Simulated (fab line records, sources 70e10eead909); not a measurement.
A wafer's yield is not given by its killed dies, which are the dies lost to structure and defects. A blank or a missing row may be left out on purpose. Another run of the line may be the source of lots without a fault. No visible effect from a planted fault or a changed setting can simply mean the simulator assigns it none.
Which tool is to blame? ; flow nand-harc ; 72 wafers from 24 lots sampled at 6 of the route's 1302 steps

== WHAT THE GAUGES SHOWED, per wafer ==
No reading from a measuring or inspecting step in the record can be judged against a usual standard deviation.

== WHAT TOOL EACH LOT RAN ON (gives the tool, then ch and the chambers of the sampled wafers, and finally the start) ==
lot;NHARC_A_CONTACT_STRIP_55;NHARC_A_CONTACT_ETCH_125;NHARC_A_CONTACT_ETCH_128;NHARC_A_CONTACT_ETCH_133;NHARC_A_CONTACT_ETCH_97;NHARC_A_CONTACT_ETCH_30
L074;rie-diel-12 ch 0,1,2, day 22 10:44 or earlier;har-cap-etch-03 ch 0,1, day 22 10:44;har-cap-etch-03 ch 0,1, day 22 11:16;har-cap-etch-03 ch 0,1, day 22 12:10;rie-diel-12 ch 0,1,2, day 22 13:07;rie-diel-12 ch 0,1,2, no start
L077;rie-diel-12 ch 0,1,3, day 22 22:49 or earlier;har-cap-etch-02 ch 0,1, day 22 22:49;har-cap-etch-02 ch 0,1, day 22 23:32;har-cap-etch-02 ch 0,1, day 23 00:49;rie-diel-13 ch 0,1, no start;rie-diel-12 ch 2,3, no start
L076;rie-diel-12 ch 1,2, day 23 02:29 or earlier;har-cap-etch-01 ch 0, day 23 02:29;har-cap-etch-01 ch 0, day 23 03:01;har-cap-etch-01 ch 0, day 23 03:54;rie-diel-13 ch 2,3, no start;rie-diel-12 ch 2,3, no start
L075;rie-diel-12 ch 0,1, day 23 04:03 or earlier;har-cap-etch-02 ch 1, day 23 04:03;har-cap-etch-02 ch 1, day 23 04:35;har-cap-etch-02 ch 1, day 23 05:30;rie-diel-13 ch 2,3, no start;rie-diel-13 ch 1,2, no start
L078;rie-diel-13 ch 0,2,3, day 23 11:40 or earlier;har-cap-etch-02 ch 0,1, day 23 11:40;har-cap-etch-02 ch 0,1, day 23 12:11;har-cap-etch-02 ch 0,1, day 23 13:05;rie-diel-12 ch 1,2, day 23 14:02;rie-diel-13 ch 2,3, no start
L079;rie-diel-12 ch 1,2,3, day 24 13:38 or earlier;har-cap-etch-02 ch 0,1, day 24 13:38;har-cap-etch-02 ch 0,1, day 24 14:10;har-cap-etch-02 ch 0,1, day 24 15:04;rie-diel-12 ch 0,1, no start;rie-diel-12 ch 0,2, no start
L080;rie-diel-13 ch 0,1,3, day 24 18:12 or earlier;har-cap-etch-03 ch 0,1, day 24 18:12;har-cap-etch-03 ch 0,1, day 24 18:44;har-cap-etch-03 ch 0,1, day 24 19:37;rie-diel-12 ch 0,1,2, no start;rie-diel-12 ch 1,3, no start
L081;rie-diel-13 ch 0,1, day 25 04:26 or earlier;har-cap-etch-03 ch 0,1, day 25 04:26;har-cap-etch-03 ch 0,1, day 25 04:58;har-cap-etch-03 ch 0,1, day 25 05:53;rie-diel-13 ch 1,2,3, no start;rie-diel-12 ch 1,2,3, no start
L082;rie-diel-13 ch 0,2,3, day 25 23:14 or earlier;har-cap-etch-01 ch 0,1, day 25 23:14;har-cap-etch-01 ch 0,1, day 25 23:46;har-cap-etch-01 ch 0,1, day 26 00:44;rie-diel-13 ch 2,3, no start;rie-diel-02 ch 2,3, no start
L086;rie-diel-12 ch 0,1,2, day 26 09:54 or earlier;har-cap-etch-01 ch 0,1, day 26 09:54;har-cap-etch-01 ch 0,1, day 26 10:26;har-cap-etch-01 ch 0,1, day 26 11:22;rie-diel-12 ch 1,2,3, no start;rie-diel-12 ch 1,2,3, no start
L085;rie-diel-13 ch 0,1,2, day 26 10:34 or earlier;har-cap-etch-03 ch 0,1, day 26 10:34;har-cap-etch-03 ch 0,1, day 26 11:06;har-cap-etch-03 ch 0,1, day 26 11:59;rie-diel-12 ch 0,1,3, no start;rie-diel-13 ch 0,1,3, no start
L084;rie-diel-12 ch 0,1,3, day 26 13:43 or earlier;har-cap-etch-02 ch 0,1, day 26 13:43;har-cap-etch-02 ch 0,1, day 26 14:16;har-cap-etch-02 ch 0,1, day 26 15:11;rie-diel-12 ch 0,1, no start;rie-diel-12 ch 0,2, no start
L083;rie-diel-02 ch 0,1,2, day 26 18:46 or earlier;har-cap-etch-01 ch 0,1, day 26 18:46;har-cap-etch-01 ch 0,1, day 26 19:18;har-cap-etch-01 ch 0,1, day 26 20:14;rie-diel-13 ch 0,2,3, no start;rie-diel-13 ch 2,3, no start
L089;rie-diel-13 ch 0,2,3, day 27 20:35 or earlier;har-cap-etch-01 ch 0,1, day 27 20:35;har-cap-etch-01 ch 0,1, day 27 21:07;har-cap-etch-01 ch 0,1, day 27 22:02;rie-diel-12 ch 0,2,3, no start;rie-diel-12 ch 0,1,2, no start
L088;rie-diel-02 ch 1,2,3, day 27 21:34 or earlier;har-cap-etch-02 ch 0, day 27 21:34;har-cap-etch-02 ch 0, day 27 22:16;har-cap-etch-02 ch 0, day 27 23:26;rie-diel-12 ch 0,1,2, no start;rie-diel-02 ch 0,1,2, no start
L087;rie-diel-12 ch 1,2,3, day 27 23:05 or earlier;har-cap-etch-03 ch 0,1, day 27 23:05;har-cap-etch-03 ch 0,1, day 27 23:39;har-cap-etch-03 ch 0,1, day 28 00:37;rie-diel-13 ch 1,2, no start;rie-diel-12 ch 0,3, no start
L091;rie-diel-12 ch 0,1, day 28 16:49 or earlier;har-cap-etch-02 ch 1, day 28 16:49;har-cap-etch-02 ch 1, day 28 17:31;har-cap-etch-02 ch 1, day 28 18:29;rie-diel-02 ch 1,3, no start;rie-diel-13 ch 0,1,2, no start
L090;rie-diel-13 ch 1,2, day 29 16:17 or earlier;har-cap-etch-02 ch 0,1, day 29 16:17;har-cap-etch-02 ch 0,1, day 29 16:49;har-cap-etch-02 ch 0,1, day 29 17:44;rie-diel-02 ch 1,2, no start;rie-diel-12 ch 1,2,3, no start
L093;rie-diel-02 ch 1,2,3, day 29 17:49 or earlier;har-cap-etch-03 ch 0,1, day 29 17:49;har-cap-etch-03 ch 0,1, day 29 18:21;har-cap-etch-03 ch 0,1, day 29 19:19;rie-diel-12 ch 0,1, no start;rie-diel-02 ch 0,1,3, no start
L092;rie-diel-12 ch 0,1, day 30 07:08 or earlier;har-cap-etch-01 ch 0,1, day 30 07:08;har-cap-etch-01 ch 0,1, day 30 07:40;har-cap-etch-01 ch 0,1, day 30 08:38;rie-diel-12 ch 1,2, no start;rie-diel-12 ch 0,1, no start
L094;rie-diel-02 ch 2,3, day 30 18:13 or earlier;har-cap-etch-02 ch 0,1, day 30 18:13;har-cap-etch-02 ch 0,1, day 30 18:45;har-cap-etch-02 ch 0,1, day 30 19:38;rie-diel-12 ch 1,2,3, no start;rie-diel-13 ch 1,2,3, no start
L095;rie-diel-12 ch 1,3, day 30 23:20 or earlier;har-cap-etch-03 ch 1, day 30 23:20;har-cap-etch-03 ch 1, day 30 23:52;har-cap-etch-03 ch 1, day 31 00:45;rie-diel-13 ch 1,3, no start;rie-diel-13 ch 0,1,3, no start
L096;rie-diel-02 ch 0,1,2, day 31 13:38 or earlier;har-cap-etch-03 ch 0,1, day 31 13:38;har-cap-etch-03 ch 0,1, day 31 14:10;har-cap-etch-03 ch 0,1, day 31 15:02;rie-diel-12 ch 1,2, no start;rie-diel-13 ch 2,3, no start
L097;rie-diel-12 ch 0,1,3, day 31 15:58 or earlier;har-cap-etch-02 ch 0,1, day 31 15:58;har-cap-etch-02 ch 0,1, day 31 16:30;har-cap-etch-02 ch 0,1, day 31 17:25;rie-diel-13 ch 0,3, no start;rie-diel-02 ch 0,2,3, no start
- NHARC_A_CONTACT_STRIP_55: strips in O2.
- NHARC_A_CONTACT_ETCH_125: etches the open film in C4F8/O2/Ar, time 197 s, target depth 1918 nm.
- NHARC_A_CONTACT_ETCH_128: etches the open film in C4F8/O2/Ar, time 197 s, target depth 1918 nm.
- NHARC_A_CONTACT_ETCH_133: etches the open film in C4F8/O2/Ar, time 374 s, target depth 1610 nm.
- NHARC_A_CONTACT_ETCH_97: etches the open film in C4F6/O2, target depth 20 nm, time 10 s.
- NHARC_A_CONTACT_ETCH_30: etches the open film in CF4/CHF3, target depth 72.6 nm, time 36.3 s.

== AS READ BY THE TOOLS THEMSELVES (means over the sampled wafers that have a number; for cases with no such wafer, the mark the record gives instead) ==
NHARC_A_CONTACT_STRIP_55.
lot;tool;drypump-motor-current-A (A);oes-product-au (a.u.);rf-vpp-V (V);showerhead-plenum-p-Torr (Torr);throttle-valve-pct (%)
L074;rie-diel-12;5.55;1.012;57.7;3.54;17.039
L077;rie-diel-12;5.51;1.012;58.0;3.47;17.041
L076;rie-diel-12;5.54;1.010;57.5;3.66;17.028
L075;rie-diel-12;5.37;1.008;57.4;3.42;17.037
L078;rie-diel-13;5.87;1.003;58.0;3.51;17.031
L079;rie-diel-12;5.71;0.994;57.5;3.58;17.048
L080;rie-diel-13;5.92;1.009;59.1;3.57;17.043
L081;rie-diel-13;5.92;1.014;58.4;3.60;17.029
L082;rie-diel-13;5.87;1.011;57.7;3.50;17.034
L086;rie-diel-12;5.54;0.999;58.4;3.53;17.045
L085;rie-diel-13;5.88;1.005;57.6;3.52;17.037
L084;rie-diel-12;5.52;0.996;58.0;3.46;17.036
L083;rie-diel-02;5.69;1.000;58.1;3.57;17.041
L089;rie-diel-13;5.86;1.021;57.1;3.49;17.032
L088;rie-diel-02;5.50;1.003;58.0;3.63;17.035
L087;rie-diel-12;5.71;1.000;57.1;3.57;17.040
L091;rie-diel-12;5.40;0.998;57.4;3.41;17.031
L090;rie-diel-13;5.89;1.002;58.3;3.51;17.035
L093;rie-diel-02;5.50;0.999;58.1;3.63;17.041
L092;rie-diel-12;5.38;1.005;57.9;3.41;17.042
L094;rie-diel-02;5.69;0.997;57.4;3.58;17.043
L095;rie-diel-12;5.51;0.988;58.3;3.57;17.044
L096;rie-diel-02;5.69;0.999;57.7;3.55;17.037
L097;rie-diel-12;5.53;0.993;58.0;3.45;17.041

NHARC_A_CONTACT_ETCH_125.
lot;tool;oes-air-line-au (a.u.)
L074;har-cap-etch-03;1.033
L077;har-cap-etch-02;1.013
L076;har-cap-etch-01;0.989
L075;har-cap-etch-02;0.960
L078;har-cap-etch-02;1.028
L079;har-cap-etch-02;0.988
L080;har-cap-etch-03;1.005
L081;har-cap-etch-03;1.016
L082;har-cap-etch-01;1.000
L086;har-cap-etch-01;0.980
L085;har-cap-etch-03;0.992
L084;har-cap-etch-02;1.016
L083;har-cap-etch-01;0.996
L089;har-cap-etch-01;0.993
L088;har-cap-etch-02;1.006
L087;har-cap-etch-03;0.979
L091;har-cap-etch-02;1.013
L090;har-cap-etch-02;0.977
L093;har-cap-etch-03;1.008
L092;har-cap-etch-01;1.003
L094;har-cap-etch-02;1.009
L095;har-cap-etch-03;1.022
L096;har-cap-etch-03;0.982
L097;har-cap-etch-02;0.997

NHARC_A_CONTACT_ETCH_128.
lot;tool;oes-air-line-au (a.u.)
L074;har-cap-etch-03;1.011
L077;har-cap-etch-02;1.037
L076;har-cap-etch-01;1.001
L075;har-cap-etch-02;1.014
L078;har-cap-etch-02;1.009
L079;har-cap-etch-02;0.994
L080;har-cap-etch-03;1.031
L081;har-cap-etch-03;1.011
L082;har-cap-etch-01;1.006
L086;har-cap-etch-01;1.006
L085;har-cap-etch-03;1.002
L084;har-cap-etch-02;0.992
L083;har-cap-etch-01;0.981
L089;har-cap-etch-01;0.997
L088;har-cap-etch-02;0.980
L087;har-cap-etch-03;0.978
L091;har-cap-etch-02;1.007
L090;har-cap-etch-02;0.996
L093;har-cap-etch-03;0.996
L092;har-cap-etch-01;1.009
L094;har-cap-etch-02;1.003
L095;har-cap-etch-03;0.995
L096;har-cap-etch-03;1.005
L097;har-cap-etch-02;1.011

NHARC_A_CONTACT_ETCH_133.
lot;tool;oes-air-line-au (a.u.)
L074;har-cap-etch-03;0.997
L077;har-cap-etch-02;0.998
L076;har-cap-etch-01;1.005
L075;har-cap-etch-02;1.019
L078;har-cap-etch-02;0.984
L079;har-cap-etch-02;1.004
L080;har-cap-etch-03;1.019
L081;har-cap-etch-03;1.012
L082;har-cap-etch-01;1.026
L086;har-cap-etch-01;0.990
L085;har-cap-etch-03;0.984
L084;har-cap-etch-02;1.027
L083;har-cap-etch-01;1.002
L089;har-cap-etch-01;0.993
L088;har-cap-etch-02;0.977
L087;har-cap-etch-03;1.003
L091;har-cap-etch-02;1.003
L090;har-cap-etch-02;0.977
L093;har-cap-etch-03;0.991
L092;har-cap-etch-01;1.005
L094;har-cap-etch-02;0.984
L095;har-cap-etch-03;1.008
L096;har-cap-etch-03;0.999
L097;har-cap-etch-02;0.989

NHARC_A_CONTACT_ETCH_97.
lot;tool;drypump-motor-current-A (A);oes-product-au (a.u.);rf-vpp-V (V);showerhead-plenum-p-Torr (Torr);throttle-valve-pct (%)
L074;rie-diel-12;5.54;0.961;547;3.94;26.901
L077;rie-diel-13;5.91;1.012;549;4.01;26.901
L076;rie-diel-13;5.86;1.004;546;3.82;26.904
L075;rie-diel-13;5.89;1.007;546;3.87;26.904
L078;rie-diel-12;5.54;0.948;549;4.06;26.903
L079;rie-diel-12;5.38;0.985;545;3.80;26.907
L080;rie-diel-12;5.56;0.995;547;3.93;26.907
L081;rie-diel-13;5.87;0.964;545;3.89;26.900
L082;rie-diel-13;5.90;0.956;546;3.86;26.897
L086;rie-diel-12;5.71;0.939;549;3.98;26.903
L085;rie-diel-12;5.54;0.999;546;3.85;26.906
L084;rie-diel-12;5.39;0.948;544;3.80;26.896
L083;rie-diel-13;5.88;0.942;547;3.88;26.916
L089;rie-diel-12;5.73;0.950;546;3.84;26.905
L088;rie-diel-12;5.55;1.000;546;3.92;26.903
L087;rie-diel-13;5.90;0.961;547;3.90;26.894
L091;rie-diel-02;5.54;1.003;547;3.94;26.909
L090;rie-diel-02;5.44;0.959;551;4.12;26.900
L093;rie-diel-12;5.37;1.005;547;3.93;26.911
L092;rie-diel-12;5.55;0.945;549;4.05;26.907
L094;rie-diel-12;5.70;0.998;549;3.97;26.906
L095;rie-diel-13;5.93;0.953;546;3.92;26.899
L096;rie-diel-12;5.53;0.949;550;4.05;26.907
L097;rie-diel-13;5.92;1.010;547;3.92;26.904

NHARC_A_CONTACT_ETCH_30.
lot;tool;drypump-motor-current-A (A);oes-product-au (a.u.);rf-vpp-V (V);showerhead-plenum-p-Torr (Torr);throttle-valve-pct (%)
L074;rie-diel-12;5.52;0.934;371.2;1.58;16.807
L077;rie-diel-12;5.88;0.921;371.7;1.60;16.803
L076;rie-diel-12;5.87;0.924;372.4;1.60;16.800
L075;rie-diel-13;5.87;0.939;370.4;1.57;16.794
L078;rie-diel-13;5.82;0.932;369.7;1.53;16.806
L079;rie-diel-12;5.57;0.928;369.3;1.52;16.802
L080;rie-diel-12;5.50;0.921;372.1;1.60;16.801
L081;rie-diel-12;5.69;0.925;371.7;1.60;16.796
L082;rie-diel-02;5.68;0.949;372.1;1.61;16.791
L086;rie-diel-12;5.70;0.921;371.3;1.60;16.804
L085;rie-diel-13;5.90;0.925;371.3;1.59;16.800
L084;rie-diel-12;5.73;0.979;369.7;1.57;16.809
L083;rie-diel-13;5.85;0.926;369.1;1.52;16.804
L089;rie-diel-12;5.55;0.976;370.3;1.57;16.803
L088;rie-diel-02;5.66;0.932;371.1;1.59;16.804
L087;rie-diel-12;5.67;0.923;368.6;1.50;16.795
L091;rie-diel-13;5.86;0.924;370.7;1.56;16.804
L090;rie-diel-12;5.69;0.925;371.5;1.59;16.806
L093;rie-diel-02;5.70;0.919;371.1;1.55;16.805
L092;rie-diel-12;5.36;0.933;370.7;1.57;16.798
L094;rie-diel-13;5.90;0.933;369.9;1.55;16.809
L095;rie-diel-13;5.90;0.963;371.0;1.58;16.800
L096;rie-diel-13;5.86;0.970;369.3;1.51;16.798
L097;rie-diel-02;5.87;0.926;370.0;1.57;16.802

== THE ANSWER, worked out from the rows above alone ==
Rule: the lots themselves supply what counts as usual. The widest of any qualifying gaps counts: lots, ordered by their means at a reading, are off when they make up no more than a third of the lots, leave a main group of 4 or more, and stand apart from it by 3 or more times the standard deviation of that group's means. A main group whose means are all the same, to the digits that the tables above print for the reading, isn't used. Also off: a lot with no number at a reading for which 4 or more lots have one. Any other lot the step has rows for is counted as sound. Order of review: gauges by route order, followed by the tools' own readings, for which a lot's mean as printed above is used. At the first step where some lot is off, the reading lying furthest off is the one used; lots without a number count as furthest.
Nothing can be told from this: no lot is off at any reading shown.

== WHAT THE SIMULATOR HAD INSERTED ==
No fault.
